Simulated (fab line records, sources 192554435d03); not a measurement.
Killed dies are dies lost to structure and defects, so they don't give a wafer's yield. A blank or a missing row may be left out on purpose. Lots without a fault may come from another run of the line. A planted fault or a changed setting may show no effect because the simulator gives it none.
Which tool did it? | flow n5_finfet | 23 lots, 69 wafers sampled, at 5 steps of a route of 1938

WHAT THE GAUGES READ, wafer by wafer
N5_BEOL_M7_INSPECT_58: inspects for defects (darkfield). Usual: raw_defect_count 72, standard deviation 23.
lot  | measured     | on                | raw_defect_count | flag
L074 | day 8 22:50  | defect_inspect-01 | 64 44 86         |
L075 | day 9 05:41  | defect_inspect-02 | 89 60 88         |
L077 | day 9 17:42  | defect_inspect-02 | 63 69 59         |
L076 | day 9 21:11  | defect_inspect-02 | 93 71 64         |
L079 | day 10 02:30 | defect_inspect-01 | 65 105 58        |
L078 | day 10 11:28 | defect_inspect-01 | 83 126 71        |
L080 | day 10 22:23 | defect_inspect-01 | 94 99 87         |
L083 | day 11 01:25 | defect_inspect-02 | 124 71 64        |
L081 | day 11 03:01 | defect_inspect-02 | 84 69 51         |
L082 | day 11 07:58 | defect_inspect-02 | 99 85 89         |
L084 | day 11 21:52 | defect_inspect-02 | 47 60 51         |
L085 | day 12 02:26 | defect_inspect-02 | 69 99 90         |
L086 | day 12 15:07 | defect_inspect-02 | 81 77 93         |
L089 | day 12 22:03 | defect_inspect-02 | 110 131 130      |
L088 | day 13 06:28 | defect_inspect-02 | 46 53 63         |
L090 | day 13 21:05 | defect_inspect-01 | 40 38 87         |
L091 | day 14 01:25 | defect_inspect-02 | 54 46 59         |
L093 | day 14 10:20 | defect_inspect-02 | 39 75 27         |
L094 | day 14 11:36 | defect_inspect-02 | 61 81 77         |
L095 | day 14 18:28 | defect_inspect-01 | 57 79 67         |
L092 | day 15 01:41 | defect_inspect-02 | 63 74 56         |
L096 | day 15 10:08 | defect_inspect-02 | 67 89 107        |
L097 | day 16 02:05 | defect_inspect-01 | 101 61 94        |

N5_BEOL_M8_OCD_MEAS_38. Usual: trench_depth_nm 93.4 nm, standard deviation 2.3.
lot  | measured     | on     | trench_depth_nm (nm) | flag
L074 | day 9 04:44  | ocd-01 | 91.4 90.2 94.5       |
L075 | day 9 11:10  | ocd-01 | 89.8 94.3 91.3       |
L077 | day 9 23:17  | ocd-02 | 95.1 96.6 94.4       |
L076 | day 10 01:02 | ocd-01 | 94.3 94.9 95.9       |
L079 | day 10 08:50 | ocd-02 | 96.8 94.4 93.1       |
L078 | day 10 16:08 | ocd-01 | 94.7 92.7 95.3       |
L080 | day 11 01:49 | ocd-02 | 94.1 92.6 93.5       |
L083 | day 11 05:38 | ocd-01 | 94.2 92.0 92.9       |
L081 | day 11 07:20 | ocd-02 | 93.0 97.2 93.9       |
L082 | day 11 14:41 | ocd-02 | 94.9 93.0 93.9       |
L084 | day 12 01:43 | ocd-01 | 93.9 93.6 94.5       |
L085 | day 12 12:56 | ocd-02 | 91.2 94.6 93.6       |
L086 | day 12 20:03 | ocd-02 | 91.4 91.7 89.6       |
L089 | day 13 03:31 | ocd-02 | 97.4 94.6 95.1       |
L088 | day 13 12:17 | ocd-01 | 95.7 89.7 91.6       |
L090 | day 14 00:08 | ocd-02 | 89.2 96.2 93.2       |
L091 | day 14 05:53 | ocd-02 | 95.2 94.2 93.3       |
L093 | day 14 14:10 | ocd-01 | 96.4 93.8 93.6       |
L094 | day 14 16:40 | ocd-02 | 93.2 95.2 96.7       |
L095 | day 14 23:13 | ocd-02 | 92.7 93.1 95.7       |
L092 | day 15 09:24 | ocd-01 | 93.9 87.3 92.5       |
L096 | day 15 14:56 | ocd-01 | 93.3 91.5 96.4       |
L097 | day 16 07:55 | ocd-02 | 95.5 93.7 94.8       |

WHICH TOOL RAN EACH LOT (tool, then ch and the chambers of the sampled wafers, then the start)
lot  | N5_BEOL_M8_DESCUM_16               | N5_BEOL_M8_HM_OPEN_17             | N5_BEOL_M8_DESCUM_33
L074 | rie_diel-02 ch 0,1,2, day 9 01:42  | rie_metal-03 ch 0,1, day 9 01:59  | rie_diel-01 ch 1,2,3, day 9 04:19
L075 | rie_diel-02 ch 0,2,3, day 9 08:10  | rie_metal-02 ch 0,1, day 9 08:27  | rie_diel-01 ch 1,2,3, day 9 10:44
L077 | rie_diel-01 ch 1,2,3, day 9 20:18  | rie_metal-01 ch 0,1, day 9 20:35  | rie_diel-01 ch 0,1, day 9 22:50
L076 | rie_diel-05 ch 0,1,3, day 9 23:43  | rie_metal-01 ch 0,1, day 10 00:02 | rie_diel-05 ch 1,2, day 10 00:37
L079 | rie_diel-01 ch 1,2,3, day 10 04:52 | rie_metal-01 ch 0,1, day 10 05:09 | rie_diel-05 ch 0,1,3, day 10 08:25
L078 | rie_diel-01 ch 0,2,3, day 10 14:34 | rie_metal-03 ch 0, day 10 14:51   | rie_diel-02 ch 0,3, day 10 15:42
L080 | rie_diel-02 ch 0,1, day 11 00:26   | rie_metal-01 ch 1, day 11 00:43   | rie_diel-02 ch 0,3, day 11 01:23
L083 | rie_diel-01 ch 0,2,3, day 11 03:16 | rie_metal-03 ch 0,1, day 11 03:33 | rie_diel-05 ch 1,2,3, day 11 05:13
L081 | rie_diel-05 ch 1,3, day 11 05:52   | rie_metal-03 ch 0,1, day 11 06:09 | rie_diel-05 ch 0,2,3, day 11 06:55
L082 | rie_diel-01 ch 1,3, day 11 10:16   | rie_metal-03 ch 0,1, day 11 10:33 | rie_diel-02 ch 0,2, day 11 14:16
L084 | rie_diel-02 ch 0,2,3, day 12 00:11 | rie_metal-02 ch 0,1, day 12 00:28 | rie_diel-05 ch 1,2, day 12 01:17
L085 | rie_diel-05 ch 0,2,3, day 12 06:15 | rie_metal-03 ch 0,1, day 12 06:31 | rie_diel-02 ch 0,2,3, day 12 12:31
L086 | rie_diel-05 ch 0,1,3, day 12 17:55 | rie_metal-02 ch 0,1, day 12 18:13 | rie_diel-01 ch 2,3, day 12 19:37
L089 | rie_diel-05 ch 0,2, day 13 00:58   | rie_metal-03 ch 0,1, day 13 01:15 | rie_diel-05 ch 0,1,2, day 13 03:05
L088 | rie_diel-01 ch 0,2,3, day 13 08:08 | rie_metal-03 ch 0,1, day 13 08:27 | rie_diel-01 ch 0,2,3, day 13 11:51
L090 | rie_diel-05 ch 0,2,3, day 13 22:41 | rie_metal-03 ch 0,1, day 13 22:58 | rie_diel-02 ch 1,2,3, day 13 23:43
L091 | rie_diel-05 ch 0,1, day 14 03:44   | rie_metal-03 ch 0,1, day 14 04:01 | rie_diel-05 ch 2,3, day 14 05:28
L093 | rie_diel-01 ch 1,3, day 14 11:32   | rie_metal-02 ch 0,1, day 14 11:49 | rie_diel-05 ch 0,2, day 14 13:44
L094 | rie_diel-01 ch 0,2,3, day 14 14:20 | rie_metal-03 ch 1, day 14 14:37   | rie_diel-05 ch 0,1,2, day 14 16:14
L095 | rie_diel-05 ch 0,2, day 14 20:48   | rie_metal-01 ch 0, day 14 21:04   | rie_diel-02 ch 0,2,3, day 14 22:47
L092 | rie_diel-02 ch 0,2,3, day 15 06:47 | rie_metal-03 ch 0,1, day 15 07:04 | rie_diel-02 ch 0,1,2, day 15 08:58
L096 | rie_diel-05 ch 0,2,3, day 15 12:32 | rie_metal-01 ch 0,1, day 15 12:49 | rie_diel-02 ch 0,2,3, day 15 14:31
L097 | rie_diel-05 ch 0,2,3, day 16 05:13 | rie_metal-02 ch 0,1, day 16 05:30 | rie_diel-05 ch 2,3, day 16 07:29
- N5_BEOL_M8_DESCUM_16: chemistry O2, time 7.9 s.
- N5_BEOL_M8_HM_OPEN_17: chemistry Cl2/BCl3, target TiN, target depth 20 nm, overetch 6 nm.
- N5_BEOL_M8_DESCUM_33: chemistry O2, time 7 s.

WHAT THE TOOLS THEMSELVES READ (means of the sampled wafers that have a number; where no wafer has one, the mark that the record gives instead)
N5_BEOL_M8_DESCUM_16. Usual: bias_power_w 20.00 W, standard deviation 0.055; drypump_motor_current_A 5.4 A, standard deviation 0.4; oes_product_au 0.81 a.u., standard deviation 0.07; rf_fwd_power_W 49.23 W, standard deviation 0.25; rf_vpp_V 243.8 V, standard deviation 1.2; showerhead_plenum_p_Torr 2.13 Torr, standard deviation 0.065; throttle_valve_pct 20.41 %, standard deviation 0.26.
lot  | tool        | bias_power_w (W) | drypump_motor_current_A (A) | oes_product_au (a.u.) | rf_fwd_power_W (W) | rf_vpp_V (V) | showerhead_plenum_p_Torr (Torr) | throttle_valve_pct (%) | flag
L074 | rie_diel-02 | 20.02            | 5.4                         | 0.80                  | 49.36              | 243.5        | 2.17                            | 20.38                  |
L075 | rie_diel-02 | 20.03            | 5.5                         | 0.79                  | 49.47              | 244.1        | 2.13                            | 20.38                  |
L077 | rie_diel-01 | 20.00            | 5.5                         | 0.80                  | 49.16              | 243.8        | 2.14                            | 20.45                  |
L076 | rie_diel-05 | 19.92            | 5.4                         | 0.82                  | 49.09              | 243.1        | 2.12                            | 20.45                  |
L079 | rie_diel-01 | 20.05            | 5.5                         | 0.80                  | 49.11              | 243.8        | 2.14                            | 20.46                  |
L078 | rie_diel-01 | 19.98            | 5.6                         | 0.84                  | 49.23              | 244.0        | 2.13                            | 20.28                  |
L080 | rie_diel-02 | 20.01            | 4.9                         | 0.77                  | 49.43              | 244.6        | 2.17                            | 20.51                  |
L083 | rie_diel-01 | 19.99            | 5.6                         | 0.83                  | 49.29              | 244.4        | 2.13                            | 20.29                  |
L081 | rie_diel-05 | 19.97            | 5.3                         | 0.78                  | 48.90              | 242.7        | 2.15                            | 20.52                  |
L082 | rie_diel-01 | 20.00            | 5.7                         | 0.78                  | 49.61              | 243.8        | 2.14                            | 20.75                  |
L084 | rie_diel-02 | 20.05            | 5.5                         | 0.77                  | 49.29              | 243.9        | 2.12                            | 20.42                  |
L085 | rie_diel-05 | 19.96            | 5.2                         | 0.86                  | 49.18              | 243.8        | 2.09                            | 20.42                  |
L086 | rie_diel-05 | 20.03            | 5.4                         | 0.79                  | 49.13              | 244.4        | 2.11                            | 20.48                  |
L089 | rie_diel-05 | 20.02            | 5.3                         | 0.87                  | 49.13              | 242.0        | 2.05                            | 20.38                  |
L088 | rie_diel-01 | 20.04            | 5.7                         | 0.81                  | 49.31              | 244.0        | 2.12                            | 20.31                  |
L090 | rie_diel-05 | 20.00            | 5.2                         | 0.84                  | 49.14              | 243.5        | 2.09                            | 20.44                  |
L091 | rie_diel-05 | 20.04            | 5.5                         | 0.75                  | 48.95              | 244.1        | 2.14                            | 20.38                  |
L093 | rie_diel-01 | 19.96            | 5.7                         | 0.77                  | 49.23              | 244.4        | 2.16                            | 20.75                  |
L094 | rie_diel-01 | 20.06            | 5.7                         | 0.79                  | 49.24              | 244.4        | 2.12                            | 20.33                  |
L095 | rie_diel-05 | 19.97            | 5.3                         | 0.87                  | 49.18              | 243.3        | 2.10                            | 20.28                  |
L092 | rie_diel-02 | 20.01            | 5.5                         | 0.74                  | 49.36              | 243.2        | 2.11                            | 20.46                  |
L096 | rie_diel-05 | 20.01            | 5.2                         | 0.83                  | 49.26              | 244.0        | 2.08                            | 20.45                  |
L097 | rie_diel-05 | 19.99            | 5.2                         | 0.82                  | 49.11              | 243.4        | 2.08                            | 20.47                  |

N5_BEOL_M8_HM_OPEN_17. Usual: drypump_motor_current_A 5.7 A, standard deviation 0.32; oes_product_au 0.68 a.u., standard deviation 0.065; rf_fwd_power_W 993 W, standard deviation 3.9; throttle_valve_pct 22.04 %, standard deviation 0.22.
lot  | tool         | drypump_motor_current_A (A) | oes_product_au (a.u.) | rf_fwd_power_W (W) | throttle_valve_pct (%) | flag
L074 | rie_metal-03 | 5.8                         | 0.66                  | 994                | 22.10                  |
L075 | rie_metal-02 | 5.8                         | 0.65                  | 996                | 21.77                  |
L077 | rie_metal-01 | 5.4                         | 0.82                  | 992                | 22.21                  |
L076 | rie_metal-01 | 5.3                         | 0.79                  | 992                | 22.24                  |
L079 | rie_metal-01 | 5.4                         | 0.81                  | 992                | 22.23                  |
L078 | rie_metal-03 | 5.6                         | 0.66                  | 991                | 21.86                  |
L080 | rie_metal-01 | 5.5                         | 0.81                  | 987                | 22.20                  |
L083 | rie_metal-03 | 5.8                         | 0.65                  | 992                | 22.10                  |
L081 | rie_metal-03 | 5.8                         | 0.66                  | 992                | 22.10                  |
L082 | rie_metal-03 | 5.7                         | 0.65                  | 992                | 21.99                  |
L084 | rie_metal-02 | 5.8                         | 0.64                  | 995                | 21.79                  |
L085 | rie_metal-03 | 5.7                         | 0.65                  | 992                | 22.00                  |
L086 | rie_metal-02 | 6.1                         | 0.63                  | 995                | 21.70                  |
L089 | rie_metal-03 | 5.8                         | 0.64                  | 992                | 22.12                  |
L088 | rie_metal-03 | 5.8                         | 0.65                  | 991                | 22.09                  |
L090 | rie_metal-03 | 5.7                         | 0.64                  | 991                | 21.98                  |
L091 | rie_metal-03 | 5.7                         | 0.64                  | 992                | 21.97                  |
L093 | rie_metal-02 | 5.8                         | 0.63                  | 993                | 21.79                  |
L094 | rie_metal-03 | 6.0                         | 0.65                  | 990                | 22.22                  |
L095 | rie_metal-01 | 5.2                         | 0.71                  | 996                | 22.31                  |
L092 | rie_metal-03 | 5.8                         | 0.63                  | 991                | 22.12                  |
L096 | rie_metal-01 | 5.3                         | 0.73                  | 994                | 22.28                  |
L097 | rie_metal-02 | 5.9                         | 0.62                  | 995                | 21.81                  |

N5_BEOL_M8_DESCUM_33. Usual: bias_power_w 20.01 W, standard deviation 0.061; drypump_motor_current_A 5.4 A, standard deviation 0.4; oes_product_au 0.80 a.u., standard deviation 0.074; rf_fwd_power_W 49.23 W, standard deviation 0.25; rf_vpp_V 243.7 V, standard deviation 1.2; showerhead_plenum_p_Torr 2.13 Torr, standard deviation 0.063; throttle_valve_pct 20.41 %, standard deviation 0.25.
lot  | tool        | bias_power_w (W) | drypump_motor_current_A (A) | oes_product_au (a.u.) | rf_fwd_power_W (W) | rf_vpp_V (V) | showerhead_plenum_p_Torr (Torr) | throttle_valve_pct (%) | flag
L074 | rie_diel-01 | 20.04            | 5.5                         | 0.82                  | 49.11              | 243.9        | 2.14                            | 20.43                  |
L075 | rie_diel-01 | 20.03            | 5.5                         | 0.81                  | 49.00              | 244.3        | 2.14                            | 20.44                  |
L077 | rie_diel-01 | 20.04            | 5.8                         | 0.92                  | 49.44              | 244.3        | 2.22                            | 20.46                  |
L076 | rie_diel-05 | 19.97            | 5.3                         | 0.91                  | 49.24              | 244.2        | 2.17                            | 20.14                  |
L079 | rie_diel-05 | 20.04            | 5.4                         | 0.81                  | 49.13              | 244.2        | 2.12                            | 20.46                  |
L078 | rie_diel-02 | 20.04            | 5.1                         | 0.74                  | 49.24              | 243.2        | 2.10                            | 20.52                  |
L080 | rie_diel-02 | 19.96            | 5.0                         | 0.75                  | 49.41              | 242.7        | 2.09                            | 20.46                  |
L083 | rie_diel-05 | 20.00            | 5.3                         | 0.83                  | 49.12              | 244.4        | 2.16                            | 20.33                  |
L081 | rie_diel-05 | 20.03            | 5.2                         | 0.87                  | 49.08              | 242.7        | 2.10                            | 20.41                  |
L082 | rie_diel-02 | 20.04            | 5.9                         | 0.81                  | 49.42              | 244.7        | 2.15                            | 20.30                  |
L084 | rie_diel-05 | 19.96            | 5.3                         | 0.87                  | 49.12              | 243.9        | 2.17                            | 20.17                  |
L085 | rie_diel-02 | 20.01            | 5.4                         | 0.77                  | 49.48              | 243.7        | 2.12                            | 20.42                  |
L086 | rie_diel-01 | 20.04            | 5.4                         | 0.76                  | 49.01              | 243.3        | 2.08                            | 20.24                  |
L089 | rie_diel-05 | 19.96            | 5.4                         | 0.83                  | 49.13              | 244.9        | 2.12                            | 20.32                  |
L088 | rie_diel-01 | 20.05            | 5.6                         | 0.81                  | 49.32              | 244.2        | 2.12                            | 20.31                  |
L090 | rie_diel-02 | 20.06            | 5.5                         | 0.76                  | 49.47              | 243.4        | 2.16                            | 20.49                  |
L091 | rie_diel-05 | 19.93            | 5.2                         | 0.87                  | 49.27              | 243.4        | 2.13                            | 20.32                  |
L093 | rie_diel-05 | 19.96            | 5.3                         | 0.87                  | 49.20              | 243.5        | 2.10                            | 20.27                  |
L094 | rie_diel-05 | 20.01            | 5.4                         | 0.82                  | 49.07              | 243.9        | 2.12                            | 20.32                  |
L095 | rie_diel-02 | 20.00            | 5.4                         | 0.74                  | 49.32              | 242.7        | 2.11                            | 20.46                  |
L092 | rie_diel-02 | 20.02            | 5.4                         | 0.74                  | 49.52              | 244.8        | 2.15                            | 20.46                  |
L096 | rie_diel-02 | 20.00            | 5.5                         | 0.74                  | 49.45              | 244.0        | 2.11                            | 20.47                  |
L097 | rie_diel-05 | 19.99            | 5.2                         | 0.84                  | 49.06              | 243.7        | 2.12                            | 20.33                  |

THE ANSWER, worked out from the rows above alone
Rule: a lot is off if the mean of its wafers that have a number lies more than 3 standard deviations from the usual mean. A lot without any number at a reading at which 4 lots or more have one is off too. The other lots that the step has rows for count as sound. The gauges are gone through in route order, then the tools' own readings, and for those a lot's mean is taken as printed above. The first step at which some lot is off is used, and at that step the reading that is off furthest; a lot without a number counts as furthest.
No lot is off at any reading shown: from this, nothing can be told.

WHAT THE SIMULATOR HAD PUT IN
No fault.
